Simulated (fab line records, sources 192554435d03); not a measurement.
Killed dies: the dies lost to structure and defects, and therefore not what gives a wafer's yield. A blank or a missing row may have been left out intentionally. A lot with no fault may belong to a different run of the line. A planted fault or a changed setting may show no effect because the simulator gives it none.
Chamber matching    flow n5_finfet    N5_BEOL_M0_SAQP_PECVD_00 on pecvd-04 has 3 sister chambers
The step deposits SiCN from 3MS/NH3, target thk 8 nm, time 14 s. 6 wafers are shown with their chamber, then 9 later ones without.

## EACH WAFER AND ITS CHAMBER
wafer   chamber  showerhead_plenum_p_Torr (Torr)  throttle_valve_pct (%)
L084.3  0        3.660                            9.1
L087.4  1        3.678                            8.9
L087.5  2        3.656                            9.8
L089.1  2        3.648                            9.6
L089.2  1        3.680                            9.1
L089.3  0        3.664                            9.1

## WAFERS WHOSE CHAMBER IS MISSING
wafer   showerhead_plenum_p_Torr (Torr)  throttle_valve_pct (%)
L089.4  3.662                            8.9
L089.5  3.652                            9.8
L089.6  3.666                            9.2
L091.1  3.680                            8.7
L091.2  3.664                            9.0
L091.6  3.669                            9.3
L094.1  3.672                            9.2
L094.2  3.648                            9.6
L094.4  3.656                            9.6

## CHAMBER TAKEN BY EACH
wafer    from the rows above       in truth
L089.4   0                         0
L089.5   2                         2
L089.6   0                         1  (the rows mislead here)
L091.1   1                         1
L091.2   0                         0
L091.6   can't be placed: 0 or 1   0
L094.1   can't be placed: 1 or 0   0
L094.2   2                         2
L094.4   2                         2
Correct placement for 6 of the 9. Cannot be placed on the basis of these rows: 2; the candidates contain the true chamber in 2. 1 placed wrongly.
How it was worked out, from the rows above alone: a wafer's distance from a chamber is the root of the sum, over the readings, of the square of ((its reading less the chamber's mean) divided by the reading's scatter). The wafer belongs to the nearest chamber; if the next one is less than 2 further off, it can't be placed. A chamber's mean is the mean of its shown wafers. The scatter: take each reading less its chamber's mean, square it, sum over the shown wafers, divide by the number of wafers less the number of chambers, and take the root.
